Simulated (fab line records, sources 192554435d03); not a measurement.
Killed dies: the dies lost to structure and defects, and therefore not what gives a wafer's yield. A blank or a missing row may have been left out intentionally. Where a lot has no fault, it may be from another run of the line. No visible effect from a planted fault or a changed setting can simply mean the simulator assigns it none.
Matching of chambers	flow n5_finfet	N5_BEOL_M1_STRIP_36 on rie_diel-04 has 4 sister chambers
The step strips in N2/H2. 14 wafers are shown with their chamber, then 7 later ones without.

## WAFERS WITH THEIR CHAMBER
wafer	chamber	showerhead_plenum_p_Torr (Torr)	drypump_motor_current_A (A)	throttle_valve_pct (%)
L078.1	1	2.51	6.6	23.08
L078.3	2	2.56	5.6	23.30
L078.5	0	2.67	6.6	23.99
L079.3	1	2.51	6.6	23.06
L079.4	0	2.67	6.6	24.00
L079.6	0	2.67	6.5	23.98
L082.1	2	2.56	5.6	23.30
L082.3	0	2.67	6.5	24.00
L082.6	0	2.67	6.5	24.01
L093.1	2	2.55	5.6	23.33
L093.4	3	2.48	5.4	23.74
L093.6	2	2.55	5.6	23.34
L094.3	2	2.55	5.6	23.35
L094.5	3	2.48	5.4	23.76

SIGNATURES (averages over the wafers above)
reading	chamber 0	chamber 1	chamber 2	chamber 3	scatter within a chamber
showerhead_plenum_p_Torr	2.6700	2.5100	2.5540	2.4800	0.00346
drypump_motor_current_A	6.540	6.600	5.600	5.400	0.0346
throttle_valve_pct	23.9960	23.0700	23.3240	23.7500	0.0174
Rule: for a wafer and a chamber, the distance is found by dividing, reading by reading, the gap between the wafer's reading and the chamber's mean by the reading's scatter, squaring, summing and taking the root. The wafer belongs to the nearest chamber; if the next one is less than 2 further off, it can't be placed. How the scatter is found: for the shown wafers, subtract from each reading the mean of its chamber, square and add these, divide the total by (wafers less chambers), then take the root.

## WAFERS WHOSE CHAMBER IS MISSING
wafer	showerhead_plenum_p_Torr (Torr)	drypump_motor_current_A (A)	throttle_valve_pct (%)
L094.6	2.55	5.6	23.36
L095.3	2.50	6.5	23.11
L095.5	2.48	5.4	23.74
L095.6	2.66	6.6	24.03
L097.3	2.49	6.5	23.12
L097.4	2.66	6.6	24.03
L097.5	2.49	6.5	23.10

## THE CHAMBER EACH PASSED THROUGH
wafer	from the rows above	in truth
L094.6	2	2
L095.3	1	1
L095.5	3	3
L095.6	0	0
L097.3	1	1
L097.4	0	0
L097.5	1	1
Placed correctly: 7 of 7. Not placeable from these rows: 0. 0 placed wrongly.
